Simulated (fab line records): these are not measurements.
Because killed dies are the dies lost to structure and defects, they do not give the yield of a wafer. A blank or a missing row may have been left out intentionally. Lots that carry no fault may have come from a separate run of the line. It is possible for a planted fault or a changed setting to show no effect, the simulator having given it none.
One fault through the eyes of 3 desks	flow nandHarc	only its own numbers are on each desk; what lay behind them is given at the end

## DESK OF THE TOOL OWNER: lithoTrack-01
At NHARC_A_BLC_SOFTBAKE_05 (time 55 s), the tool's own readings, given per lot that ran on this tool as the mean of the sampled wafers with a number. Any lot whose mean is over 4 standard deviations away from the usual mean is out of limits and marked OUT; that distance is given in the brackets.
Columns: A = heaterPowerTotalW at NHARC_A_BLC_SOFTBAKE_05, usual 188.46 W
lot	first seen here	A
L422	day 18 17:00	188.33
L429	day 20 03:00	163.63 (-99 or more) OUT
L428	day 20 04:00	163.64 (-99 or more) OUT
L427	day 20 14:00	163.58 (-99 or more) OUT
This desk's finding: out of limits on L427, L428, L429; first on L429, day 20 03:00 (heaterPowerTotalW at NHARC_A_BLC_SOFTBAKE_05). L422: within limits.

## FROM THE METROLOGY DESK
What the gauges read, lot by lot, whatever tool the lot ran on: means of the sampled wafers that have a number. Any lot whose mean is over 4 standard deviations away from the usual mean is out of limits and marked OUT; that distance is given in the brackets.
Columns: A = cdNm at NHARC_A_BLC_CD_MEAS_10, usual 100.4 nm; B = overlayXNm at NHARC_A_BLC_OVL_MEAS_11, usual 0.2 nm; C = overlayYNm at NHARC_A_BLC_OVL_MEAS_11, usual 0.2 nm
lot	first seen here	A	B	C
L418	day 17 15:56	100.8	-0.4	0.2
L422	day 18 18:10	101.4	1.3	-0.2
L429	day 20 03:53	102.1	0.3	-0.7
L428	day 20 04:38	101.7	-0.0	1.0
L427	day 20 14:50	101.2	0.7	-0.6
L438	day 22 18:04	99.7	0.4	1.8
L437	day 23 01:56	100.0	-0.3	0.1
Finding of this desk: none of the 7 lots has anything out of limits.

## THE DEFECT DESK
Lot by lot, what the route's inspections counted, given as the mean of those sampled wafers with a number. Any lot whose mean is over 4 standard deviations away from the usual mean is out of limits and marked OUT; that distance is given in the brackets.
Columns: A = rawDefectCount at NHARC_A_CONTACT_INSPECT_23, usual 428; B = rawDefectCount at NHARC_A_BLC_INSPECT_12, usual 30
lot	first seen here	A	B
L418	day 17 15:25	436	13
L422	day 18 17:40	467	10
L429	day 20 03:22	458	27
L428	day 20 04:08	354	28
L427	day 20 14:19	456	64
L438	day 22 17:34	438	20
L437	day 23 01:33	455	49
Finding of this desk: none of the 7 lots has anything out of limits.

## ALL TOGETHER
At day 20 03:00, on L427, L428, L429, the tool owner's desk was in a position to raise an alarm.
Metrology desk: nothing out of limits seen.
No out-of-limits result turned up at the defect desk.
The metrology desk holds a record of L427, L428, L429, inside its limits.
The defect desk has L427, L428, L429 on record, within its limits.
All the named lots went through NHARC_A_BLC_SOFTBAKE_05 on lithoTrack-01.

## WHAT THE SIMULATOR HAD PUT IN
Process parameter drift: lithoTrack-01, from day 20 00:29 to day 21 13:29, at NHARC_A_BLC_SOFTBAKE_05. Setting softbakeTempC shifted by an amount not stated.
Shown lots that were struck: L427, L428, L429.
Time in hours from fault onset to the first out-of-limits reading at each desk: the tool owner's desk, 3.
